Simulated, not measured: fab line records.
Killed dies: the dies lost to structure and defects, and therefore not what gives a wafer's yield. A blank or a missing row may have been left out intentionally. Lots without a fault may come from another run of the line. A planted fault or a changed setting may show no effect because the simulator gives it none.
Which tool is to blame? | flow nand harc | Sampling: 12 lots, 35 wafers, 6 of 1302 route steps

WHAT EACH GAUGE READ, for each wafer
NHARC_A_M1_CD_MEAS_09: the cd target is 120 nm. Usual: cd nm at 120.0 nm, with a standard deviation of 0.59.
lot  | measured     | on        | cd nm (nm)        | flag
L669 | day 23 09:46 | cd sem-03 | 120.0 120.2 120.4 |
L671 | day 23 15:58 | cd sem-03 | 120.9 120.2 120.1 |
L668 | day 23 18:36 | cd sem-03 | 118.8 119.7 120.7 |
L674 | day 26 00:57 | cd sem-03 | 119.9 118.6 119.3 |
L675 | day 26 06:01 | cd sem-01 | 119.7 119.2 119.1 |
L677 | day 26 21:49 | cd sem-02 | 119.8 120.2 120.1 |
L676 | day 27 02:26 | cd sem-02 | 120.2 120.0 119.3 |
L678 | day 27 10:00 | cd sem-03 | 120.2 119.9 120.5 |
L681 | day 27 19:20 | cd sem-02 | 120.3 120.2 119.6 |
L682 | day 28 20:47 | cd sem-02 | 120.5 120.2 120.5 |
L683 | day 28 21:07 | cd sem-01 | 120.8 120.6 118.9 |
L687 | day 31 09:33 | cd sem-01 | 130.9 131.6       | OFF

NHARC_END_SORT_01. Usual: defect limited yield 92.5 %, standard deviation 2.5; killed at array 46, standard deviation 16; killed at other 0.9, standard deviation 1.3; killed at periphery 4.1, standard deviation 3; killed dies 51, standard deviation 17; killed open 3.5, standard deviation 1.8; killed short 2.5, standard deviation 1.8; sort_bin_2_pct 2.6 %, standard deviation 1.1; sort_bin_3_pct 0.6 %, standard deviation 0.37; sort_bin_4_pct 4.4 %, standard deviation 1.4; sort n pass 626, standard deviation 17; sort rim yield pct 88 %, standard deviation 4.6; sort yield pct 92.5 %, standard deviation 2.5.
lot  | measured     | on        | defect limited yield (%) | killed at array | killed at other | killed at periphery | killed dies | killed open | killed short | sort_bin_2_pct (%) | sort_bin_3_pct (%) | sort_bin_4_pct (%) | sort n pass | sort rim yield pct (%) | sort yield pct (%) | flag
L681 | day 29 09:20 | prober-02 | 96.0                     | 23              | 1               | 3                   | 27          | 4           | 4            | 1.0                | 0.1                | 2.8                | 650         | 93                     | 96.0               |
L687 | day 33 05:07 | prober-01 | 94.4                     | 36              | 0               | 2                   | 38          | 0           | 2            | 1.0                | 0.3                | 4.3                | 639         | 90                     | 94.4               |

WHICH TOOL RAN EACH LOT (tool, then ch and the chambers of the sampled wafers, then the start)
lot  | NHARC_A_M0_STRIP_18                | NHARC_A_M0_PVD_21                       | NHARC_A_M0_ANNEAL_30             | NHARC_A_M1_PEB_07
L669 | rie diel-01 ch 0,2,3, day 23 06:18 | pvd sputter-02, day 23 07:35 or earlier | rtp anneal-02 ch 0, day 23 07:35 | litho track-04 ch 0, day 23 09:41
L671 | rie diel-01 ch 2,3, day 23 12:31   | pvd sputter-02, day 23 13:53 or earlier | rtp anneal-02 ch 0, day 23 13:53 | litho track-06 ch 0, day 23 15:53
L668 | rie diel-01 ch 0,2,3, day 23 15:16 | pvd sputter-01, day 23 16:36 or earlier | rtp anneal-02 ch 0, day 23 16:36 | litho track-06 ch 0, day 23 18:31
L674 | rie diel-04 ch 1,2,3, day 25 21:35 | pvd sputter-01, day 25 22:52 or earlier | rtp anneal-02 ch 0, day 25 22:52 | litho track-01 ch 0, day 26 00:52
L675 | rie diel-01 ch 0,1,3, day 26 02:30 | pvd sputter-03, day 26 03:52 or earlier | rtp anneal-01 ch 0, day 26 03:52 | litho track-01 ch 0, day 26 05:56
L677 | rie diel-04 ch 0,1,2, day 26 18:13 | pvd sputter-01, day 26 19:30 or earlier | rtp anneal-02 ch 0, day 26 19:30 | litho track-04 ch 0, day 26 21:44
L676 | rie diel-01 ch 1,2,3, day 26 22:56 | pvd sputter-01, day 27 00:16 or earlier | rtp anneal-01 ch 0, day 27 00:16 | litho track-01 ch 0, day 27 02:22
L678 | rie diel-04 ch 1,2, day 27 06:26   | pvd sputter-01, day 27 07:45 or earlier | rtp anneal-02 ch 0, day 27 07:45 | litho track-06 ch 0, day 27 09:55
L681 | rie diel-04 ch 0,1,2, day 27 15:49 | pvd sputter-01, day 27 17:10 or earlier | rtp anneal-01 ch 0, day 27 17:10 | litho track-04 ch 0, day 27 19:15
L682 | rie diel-04 ch 0,1,3, day 28 17:14 | pvd sputter-01, day 28 18:35 or earlier | rtp anneal-02 ch 0, day 28 18:35 | litho track-06 ch 0, day 28 20:43
L683 | rie diel-11 ch 0,1,3, day 28 17:37 | pvd sputter-02, day 28 18:57 or earlier | rtp anneal-02 ch 0, day 28 18:57 | litho track-01 ch 0, day 28 21:02
L687 | rie diel-04 ch 1,3, day 31 05:50   | pvd sputter-01, day 31 07:20 or earlier | rtp anneal-02 ch 0, day 31 07:20 | litho track-01 ch 0, day 31 09:28
- NHARC_A_M0_STRIP_18: strips in N2/H2.
- NHARC_A_M0_PVD_21: deposits Cu, target thk 30 nm, time 20.49 s.
- NHARC_A_M0_ANNEAL_30: time 90 s.
- NHARC_A_M1_PEB_07: peb time 65 s.

AS READ BY THE TOOLS THEMSELVES (means over the sampled wafers that have a number; for cases with no such wafer, the mark the record gives instead)
NHARC_A_M0_STRIP_18. Usual: drypump motor current A 5.5 A, standard deviation 0.4; n2 flow sccm 150.0 sccm, standard deviation 0.41; oes product au 0.998 a.u., standard deviation 0.0085; rf vpp V 90.6 V, standard deviation 1; showerhead plenum p Torr 2.03 Torr, standard deviation 0.099; throttle valve pct 14.172 %, standard deviation 0.009.
lot  | tool        | drypump motor current A (A) | n2 flow sccm (sccm) | oes product au (a.u.) | rf vpp V (V) | showerhead plenum p Torr (Torr) | throttle valve pct (%) | flag
L669 | rie diel-01 | 5.5                         | 150.3               | 0.998                 | 90.5         | 2.03                            | 14.168                 |
L671 | rie diel-01 | 5.6                         | 150.2               | 0.997                 | 89.9         | 1.96                            | 14.177                 |
L668 | rie diel-01 | 5.5                         | 150.3               | 0.995                 | 91.0         | 2.03                            | 14.165                 |
L674 | rie diel-04 | 5.5                         | 149.6               | 1.000                 | 90.4         | 2.00                            | 14.172                 |
L675 | rie diel-01 | 5.3                         | 149.9               | 0.995                 | 90.8         | 2.01                            | 14.175                 |
L677 | rie diel-04 | 5.5                         | 150.4               | 0.997                 | 90.4         | 1.96                            | 14.173                 |
L676 | rie diel-01 | 5.7                         | 150.0               | 1.004                 | 90.2         | 2.01                            | 14.167                 |
L678 | rie diel-04 | 5.7                         | 149.8               | 0.999                 | 90.2         | 1.91                            | 14.167                 |
L681 | rie diel-04 | 5.5                         | 149.8               | 1.007                 | 90.1         | 1.96                            | 14.176                 |
L682 | rie diel-04 | 5.3                         | 149.6               | 0.999                 | 91.0         | 2.06                            | 14.171                 |
L683 | rie diel-11 | 5.3                         | 150.1               | 1.001                 | 91.2         | 2.00                            | 14.166                 |
L687 | rie diel-04 | 5.3                         | 149.9               | 1.001                 | 91.2         | 2.05                            | 14.174                 |

NHARC_A_M0_PVD_21. Usual: throttle valve pct at 30.4 %, with a standard deviation of 1.
lot  | tool           | throttle valve pct (%) | flag
L669 | pvd sputter-02 | 30.7                   |
L671 | pvd sputter-02 | 30.7                   |
L668 | pvd sputter-01 | 29.9                   |
L674 | pvd sputter-01 | 30.2                   |
L675 | pvd sputter-03 | 30.3                   |
L677 | pvd sputter-01 | 30.6                   |
L676 | pvd sputter-01 | 30.3                   |
L678 | pvd sputter-01 | 30.5                   |
L681 | pvd sputter-01 | 29.8                   |
L682 | pvd sputter-01 | 29.7                   |
L683 | pvd sputter-02 | 31.3                   |
L687 | pvd sputter-01 | 30.9                   |

NHARC_A_M0_ANNEAL_30. Usual: wafer_temp_C_max at 225.89, with a standard deviation of 0.29.
lot  | tool          | wafer_temp_C_max | flag
L669 | rtp anneal-02 | 225.64           |
L671 | rtp anneal-02 | 225.93           |
L668 | rtp anneal-02 | 225.67           |
L674 | rtp anneal-02 | 225.71           |
L675 | rtp anneal-01 | 226.32           |
L677 | rtp anneal-02 | 225.72           |
L676 | rtp anneal-01 | 225.92           |
L678 | rtp anneal-02 | 225.77           |
L681 | rtp anneal-01 | 226.18           |
L682 | rtp anneal-02 | 225.73           |
L683 | rtp anneal-02 | 225.77           |
L687 | rtp anneal-02 | 225.60           |

THE ANSWER, worked out from the rows above alone
Rule: take the mean of a lot's wafers that have a number; if it is more than 3 standard deviations from the usual mean, the lot is off. A lot without any number at a reading at which 4 lots or more have one is off too. The other lots that the step has rows for count as sound. After the gauges, taken in route order, come the tools' own readings; for these a lot's mean is taken, as printed above. The first step at which some lot is off is used, and at that step the reading that is off furthest; a lot without a number counts as furthest.
Off: L687 (NHARC_A_M1_CD_MEAS_09, cd nm).
A tool fits if, at a process step before that reading, it ran every lot that is off, and no sound lot after the first of them. Those tools and the gauges at NHARC_A_M1_CD_MEAS_09 are tried in the same way. NHARC_A_M0_PVD_21: start missing for some lots; hours and lot order therefore follow NHARC_A_M0_ANNEAL_30. Can't be told from this: 5 tools fit, rie diel-04 at NHARC_A_M0_STRIP_18, pvd sputter-01 at NHARC_A_M0_PVD_21, rtp anneal-02 at NHARC_A_M0_ANNEAL_30, litho track-01 at NHARC_A_M1_PEB_07, cd sem-01 at NHARC_A_M1_CD_MEAS_09.

WHAT THE SIMULATOR HAD PUT IN
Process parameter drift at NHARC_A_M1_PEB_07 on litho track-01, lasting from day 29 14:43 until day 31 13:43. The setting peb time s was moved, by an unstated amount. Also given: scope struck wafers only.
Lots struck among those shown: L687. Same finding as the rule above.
